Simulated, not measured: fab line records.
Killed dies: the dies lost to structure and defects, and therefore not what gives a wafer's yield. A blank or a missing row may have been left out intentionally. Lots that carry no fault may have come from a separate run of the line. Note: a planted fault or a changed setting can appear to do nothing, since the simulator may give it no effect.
Chamber matching -- flow nand-harc -- 4 sister chambers for NHARC_A_STAIRCASE_DESCUM_312 on rie-diel-13
The step chemistry O2, time 3 s. 4 wafers are shown with their chamber, then 7 later ones without.

## WAFERS PAIRED WITH THEIR CHAMBERS
wafer,chamber,drypump-motor-current-A (A)
L953.6,2,5.7
L955.4,3,6.5
L957.4,0,5.4
L957.5,1,5.3

## WAFERS WHOSE CHAMBER IS MISSING
wafer,drypump-motor-current-A (A)
L957.6,5.4
L960.1,5.4
L960.2,5.5
L960.5,5.5
L967.3,5.5
L967.4,6.5
L967.6,5.4

## WHICH CHAMBER EACH WENT THROUGH
wafer,from the rows above,in truth
L957.6,can't be placed: 0 or 1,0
L960.1,can't be placed: 0 or 1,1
L960.2,can't be placed: 0 or 1 or 2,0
L960.5,can't be placed: 0 or 1 or 2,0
L967.3,can't be placed: 0 or 1 or 2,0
L967.4,3,3
L967.6,can't be placed: 0 or 1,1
Correctly placed: 1 of 7. These rows do not allow placing 6 (true chamber among the candidates in 6). Number placed wrongly: 0.
How it was worked out, from the rows above alone: a wafer's distance from a chamber is the root of the sum, over the readings, of the square of ((its reading less the chamber's mean) divided by the reading's scatter). If the next closest chamber is less than 2 further off than the closest, the wafer can't be placed; otherwise it belongs to the closest. Each chamber's mean is taken over the wafers shown for it. The scatter: root of mean squared gap, hidden wafer to nearest shown wafer, with one shown wafer a chamber.
